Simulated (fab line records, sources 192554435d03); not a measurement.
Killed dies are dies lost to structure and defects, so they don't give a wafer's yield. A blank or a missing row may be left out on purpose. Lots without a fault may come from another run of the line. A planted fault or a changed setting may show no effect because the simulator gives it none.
Which tool did it? | flow n5_finfet | 11 lots, 33 wafers sampled, at 5 steps of a route of 1938

WHAT THE GAUGES READ, wafer by wafer
N5_BEOL_M4_RC_MEAS_101. Usual: DIBL_N 36.3 mV/V, standard deviation 1.2; DIBL_P 36.7 mV/V, standard deviation 1.5; IOFF_N 0.164 nA/um, standard deviation 0.02; IOFF_P 0.214 nA/um, standard deviation 0.024; ION_N 673 uA/um, standard deviation 8.5; ION_P 461 uA/um, standard deviation 5.9; SS_N 71.6 mV/dec, standard deviation 0.44; SS_P 73.3 mV/dec, standard deviation 0.55; VT_N 249.4 mV, standard deviation 2.4; VT_P -250.0 mV, standard deviation 2.3.
lot  | measured     | on        | DIBL_N (mV/V)  | DIBL_P (mV/V)  | IOFF_N (nA/um)    | IOFF_P (nA/um)    | ION_N (uA/um) | ION_P (uA/um) | SS_N (mV/dec)  | SS_P (mV/dec)  | VT_N (mV)         | VT_P (mV)            | flag
L754 | day 7 14:05  | prober-01 | 36.3 35.6 36.4 | 35.8 34.9 35.2 | 0.162 0.149 0.160 | 0.194 0.182 0.188 | 674 654 655   | 458 449 453   | 71.9 71.7 71.4 | 73.4 73.3 74.0 | 249.4 250.6 249.2 | -251.8 -255.3 -251.0 |
L755 | day 8 04:02  | prober-02 | 36.6 36.5 37.0 | 35.3 34.2 35.8 | 0.157 0.150 0.172 | 0.211 0.201 0.227 | 666 667 672   | 463 459 464   | 71.3 72.1 71.7 | 72.8 73.1 73.0 | 249.4 252.6 248.8 | -248.3 -251.7 -248.0 |
L757 | day 8 06:36  | prober-02 | 37.0 35.4 34.7 | 37.7 36.0 35.2 | 0.187 0.150 0.138 | 0.214 0.183 0.173 | 688 673 665   | 461 456 456   | 72.5 71.9 71.7 | 73.3 73.1 72.8 | 246.9 251.1 250.6 | -248.0 -253.8 -253.1 |
L756 | day 9 02:45  | prober-01 | 35.1 34.0 35.6 | 36.3 34.5 37.5 | 0.140 0.123 0.162 | 0.184 0.166 0.199 | 657 662 678   | 452 454 459   | 71.0 71.6 71.6 | 72.7 72.7 73.4 | 250.2 251.7 249.5 | -253.4 -255.6 -253.3 |
L758 | day 8 20:59  | prober-01 | 36.0 36.0 36.9 | 36.0 35.6 37.8 | 0.149 0.144 0.173 | 0.187 0.178 0.210 | 658 661 673   | 446 452 458   | 71.7 71.4 72.4 | 73.1 73.0 73.6 | 253.4 253.4 250.8 | -250.9 -251.6 -251.3 |
L759 | day 9 13:40  | prober-01 | 37.4 37.9 36.1 | 37.3 38.3 36.5 | 0.179 0.193 0.152 | 0.263 0.274 0.238 | 691 672 689   | 480 466 474   | 71.8 72.1 71.8 | 73.7 74.0 73.6 | 247.9 243.3 246.9 | -244.0 -242.7 -246.4 |
L760 | day 9 11:40  | prober-01 | 36.4 33.3 35.5 | 36.7 33.2 35.5 | 0.144 0.112 0.134 | 0.225 0.173 0.205 | 652 676 669   | 459 465 464   | 70.8 70.8 71.2 | 73.0 71.9 72.8 | 252.7 254.2 252.9 | -248.0 -249.8 -250.0 |
L771 | day 12 18:50 | prober-02 | 35.7 35.6 35.6 | 36.6 36.9 36.2 | 0.176 0.173 0.174 | 0.214 0.209 0.202 | 678 675 682   | 460 461 459   | 71.9 72.3 72.5 | 73.4 73.1 73.6 | 248.0 249.2 247.9 | -253.1 -250.9 -251.1 |
L774 | day 12 22:19 | prober-02 | 38.6 36.9 39.0 | 37.3 36.2 37.4 | 0.201 0.162 0.196 | 0.240 0.213 0.229 | 679 664 666   | 465 454 460   | 71.2 70.9 71.8 | 73.5 73.0 73.7 | 245.6 249.2 246.6 | -246.5 -248.0 -249.1 |
L775 | day 13 12:11 | prober-01 | 36.0 37.5 36.9 | 36.4 38.9 38.2 | 0.163 0.194 0.180 | 0.219 0.256 0.244 | 675 671 674   | 461 460 465   | 71.3 71.9 71.4 | 73.2 73.7 73.9 | 246.9 245.0 247.3 | -248.3 -248.7 -248.9 |
L776 | day 13 14:47 | prober-02 | 38.4 39.1 37.7 | 38.8 39.1 37.5 | 0.186 0.205 0.175 | 0.236 0.240 0.207 | 677 685 684   | 466 467 463   | 71.4 72.2 71.6 | 73.5 73.5 72.5 | 249.3 246.7 248.6 | -249.4 -248.1 -252.9 |

N5_PASSIVATION_OVL_MEAS_60. Usual: TV_OVL 0 nm, standard deviation 4.9.
lot  | measured     | on         | TV_OVL (nm) | flag
L754 | day 10 21:17 | overlay-02 | -6 -7 -4    |
L755 | day 12 13:14 | overlay-01 | 2 9 7       |
L757 | day 11 21:05 | overlay-02 | 1 -5 5      |
L756 | day 13 03:21 | overlay-02 | -7 1 5      |
L758 | day 12 13:00 | overlay-01 | 2 1 5       |
L759 | day 13 15:02 | overlay-01 | 0 -6 0      |
L760 | day 13 10:13 | overlay-02 | -6 -3 -5    |
L771 | day 16 17:11 | overlay-02 | -9 -13 -8   |
L774 | day 17 06:16 | overlay-02 | 6 1 3       |
L775 | day 17 19:02 | overlay-02 | 2 -4 -8     |
L776 | day 17 19:38 | overlay-02 | 4 2 0       |

N5_PASSIVATION_OVL_MEAS_63. Usual: PAD_OVL -3 nm, standard deviation 6.4.
lot  | measured     | on         | PAD_OVL (nm) | flag
L754 | day 10 22:37 | overlay-02 | -12 -11 -4   |
L755 | day 12 16:21 | overlay-01 | -13 -12 -13  |
L757 | day 11 23:08 | overlay-02 | -8 -1 2      |
L756 | day 13 06:13 | overlay-01 | 9 5 10       |
L758 | day 12 14:31 | overlay-02 | 4 -2 -6      |
L759 | day 13 17:55 | overlay-01 | -5 -4 -7     |
L760 | day 13 11:50 | overlay-02 | -4 6 0       |
L771 | day 16 18:52 | overlay-01 | -14 -5 -9    |
L774 | day 17 07:45 | overlay-01 | 8 2 3        |
L775 | day 17 20:44 | overlay-02 | 4 2 3        |
L776 | day 17 21:04 | overlay-02 | -5 -1 2      |

N5_PASSIVATION_CD_MEAS_44: target cd 40000 nm. Usual: cd_nm 40001 nm, standard deviation 2.7.
lot  | measured     | on        | cd_nm (nm)        | flag
L754 | day 11 00:20 | cd_sem-03 | 40002 40005 40002 |
L755 | day 12 18:50 | cd_sem-02 | 40002 40001 40002 |
L757 | day 12 00:50 | cd_sem-03 | 40000 39996 40000 |
L756 | day 13 08:08 | cd_sem-03 | 40000 40005 40001 |
L758 | day 12 16:26 | cd_sem-01 | 39998 40000 40003 |
L759 | day 13 19:55 | cd_sem-03 | 39998 40000 40000 |
L760 | day 13 14:15 | cd_sem-02 | 40006 40006 40001 |
L771 | day 16 20:34 | cd_sem-01 | 40001 39999 40001 |
L774 | day 17 09:50 | cd_sem-03 | 39999 40002 40003 |
L775 | day 17 22:43 | cd_sem-01 | 39997 39996 39994 |
L776 | day 17 23:34 | cd_sem-01 | 40000 39999 39995 |

WHICH TOOL RAN EACH LOT (tool, then ch and the chambers of the sampled wafers, then the start)
lot  | N5_BEOL_M3_EXPOSE_08
L754 | euv_scanner-02 ch 0, day 6 20:03
L755 | euv_scanner-02 ch 0, day 7 11:03
L757 | euv_scanner-02 ch 0, day 7 15:40
L756 | euv_scanner-02 ch 0, day 8 01:50
L758 | euv_scanner-02 ch 0, day 8 03:11
L759 | euv_scanner-02 ch 0, day 8 04:37
L760 | euv_scanner-02 ch 0, day 8 06:53
L771 | euv_scanner-01 ch 0, day 11 22:28
L774 | euv_scanner-01 ch 0, day 12 06:48
L775 | euv_scanner-01 ch 0, day 12 13:53
L776 | euv_scanner-01 ch 0, day 12 17:08
- N5_BEOL_M3_EXPOSE_08: exposes mask M3.

WHAT THE TOOLS THEMSELVES READ (means of the sampled wafers that have a number; where no wafer has one, the mark that the record gives instead)
The record holds no such reading with a usual standard deviation.

THE ANSWER, worked out from the rows above alone
Rule: a lot is off if the mean of its wafers that have a number lies more than 3 standard deviations from the usual mean. A lot without any number at a reading at which 4 lots or more have one is off too. The other lots that the step has rows for count as sound. The gauges are gone through in route order, then the tools' own readings, and for those a lot's mean is taken as printed above. The first step at which some lot is off is used, and at that step the reading that is off furthest; a lot without a number counts as furthest.
No lot is off at any reading shown: from this, nothing can be told.

WHAT THE SIMULATOR HAD PUT IN
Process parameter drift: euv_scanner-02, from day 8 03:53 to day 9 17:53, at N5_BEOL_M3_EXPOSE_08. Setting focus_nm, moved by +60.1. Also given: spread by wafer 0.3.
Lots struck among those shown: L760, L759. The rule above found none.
